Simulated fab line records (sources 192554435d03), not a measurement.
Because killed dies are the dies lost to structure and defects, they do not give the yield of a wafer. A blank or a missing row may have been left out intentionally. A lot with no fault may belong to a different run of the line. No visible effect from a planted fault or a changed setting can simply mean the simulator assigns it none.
Split-lot trial | flow n5_finfet | route with 1938 steps; 7 lots, 21 wafers read

THE SPLIT ITSELF
At N5_PASSIVATION_PASS_ETCH_47 (etches SiNx in CF4/O2, target depth 770 nm, time 385 s), the setting source_w was moved away from the recipe's 535 W on 9 of the 21 wafers read, by -17.8% to +10.3%. This setting was run at the recipe's value on the other wafers.

The reading comes from the split's own step.

THE READING
rf_vpp_V, in V, at N5_PASSIVATION_PASS_ETCH_47 (etches SiNx in CF4/O2, target depth 770 nm, time 385 s). Fault-free wafers of this fab line usually give 240 V, standard deviation 5.5 V.

wafer  | tool, chamber at the split | source_w as run, W | against the recipe | rf_vpp_V, V | against lot-mates on the recipe
L074.1 | rie_diel-05, 2             | 535                | recipe             | 248         | -
L074.4 | rie_diel-05, 0             | 535                | recipe             | 242         | -
L074.5 | rie_diel-05, 2             | 535                | recipe             | 247         | -
L080.2 | rie_diel-02, 0             | 589.9              | +10.3%             | 229         | -22
L080.3 | rie_diel-02, 2             | 535                | recipe             | 251         | -
L080.6 | rie_diel-02, 0             | 589.9              | +10.3%             | 230         | -21
L088.1 | rie_diel-02, 3             | 451.7              | -15.6%             | 259         | +15
L088.3 | rie_diel-02, 0             | 535                | recipe             | 244         | -
L088.4 | rie_diel-02, 3             | 451.7              | -15.6%             | 257         | +13
L089.2 | rie_diel-05, 2             | 535                | recipe             | 249         | -
L089.4 | rie_diel-05, 0             | 535                | recipe             | 242         | -
L089.5 | rie_diel-05, 2             | 439.8              | -17.8%             | 274         | +28
L090.1 | rie_diel-05, 1             | 505                | -5.6%              | 248         | +7
L090.4 | rie_diel-05, 0             | 505                | -5.6%              | 247         | +6
L090.6 | rie_diel-05, 0             | 535                | recipe             | 241         | -
L091.1 | rie_diel-02, 1             | 535                | recipe             | 244         | -
L091.2 | rie_diel-02, 3             | 535                | recipe             | 235         | -
L091.4 | rie_diel-02, 2             | 535                | recipe             | 252         | -
L095.2 | rie_diel-02, 2             | 490.8              | -8.3%              | 263         | +20
L095.4 | rie_diel-02, 0             | 535                | recipe             | 243         | -
L095.5 | rie_diel-02, 2             | 490.8              | -8.3%              | 263         | +20

THE FIT
A straight line over all 21 wafers: rf_vpp_V changes by -1.32 V for each +1% of source_w; r = -0.88; the points scatter about the line by 5.4 V.
The same after taking each lot's own level away (the mean of its wafers on the recipe; 21 wafers): -1.52 V for each +1%; r = -0.90; scatter 5.4 V.
On that fit, the largest move of source_w shifts the reading by 27 V.
Across the lots, their own levels run from 241.0 to 251.0 V, a range of 1.8 times the standard deviation given above.
In other words, the slope is changed by the lot-to-lot level; the two fits disagree.
Check: for one of the wafers moved furthest among these (-17.8%), held out of the fit, the line's prediction against its lot-mates is +25.2 V. Against them it came out at +28.5 V.
Tool readings at the split's step, against how far the setting was moved: rf_vpp_V r = -0.88.

THESE WAFERS: OTHER SPLITS
These wafers also went through other splits before the reading. Each is held against what the fit with the lots' levels taken away leaves over:
other split on the same wafers    | wafers away from the commonest value | r with rf_vpp_V (lot level and that fit taken away)
N5_BEOL_M11_DESCUM_16 time_s      | 9                                    | -0.23
N5_BEOL_M12_SPUTTER_43 power_w    | 4                                    | -0.20
N5_BEOL_M13_ETCH_67 bias_w        | 7                                    | +0.12
N5_BEOL_M14_SPUTTER_43 time_s     | 9                                    | +0.14
N5_BEOL_M14_DEP_53 time_s         | 6                                    | +0.20
N5_PASSIVATION_PECVD_00 time_s    | 7                                    | +0.11
N5_PASSIVATION_VIA_ETCH_13 bias_w | 2                                    | +0.18

THE WHOLE CHAIN: every reading that the file lists as answering this split, in the file's order
step                        | what it does                                           | reading                                                        | change (the file's fit)              | r (the file's)
N5_PASSIVATION_PASS_ETCH_47 | etches SiNx in CF4/O2, target depth 770 nm, time 385 s | rf_vpp_V                                                       | -1.52 V for each +1% of the setting  | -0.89
N5_PASSIVATION_PASS_ETCH_47 | etches SiNx in CF4/O2, target depth 770 nm, time 385 s | etch.depth_nm (the simulator's own value, which no gauge read) | +7.35 nm for each +1% of the setting | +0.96

THE FILE'S OWN FIT
rf_vpp_V changes by -1.52 V for each +1% of source_w, r = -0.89.
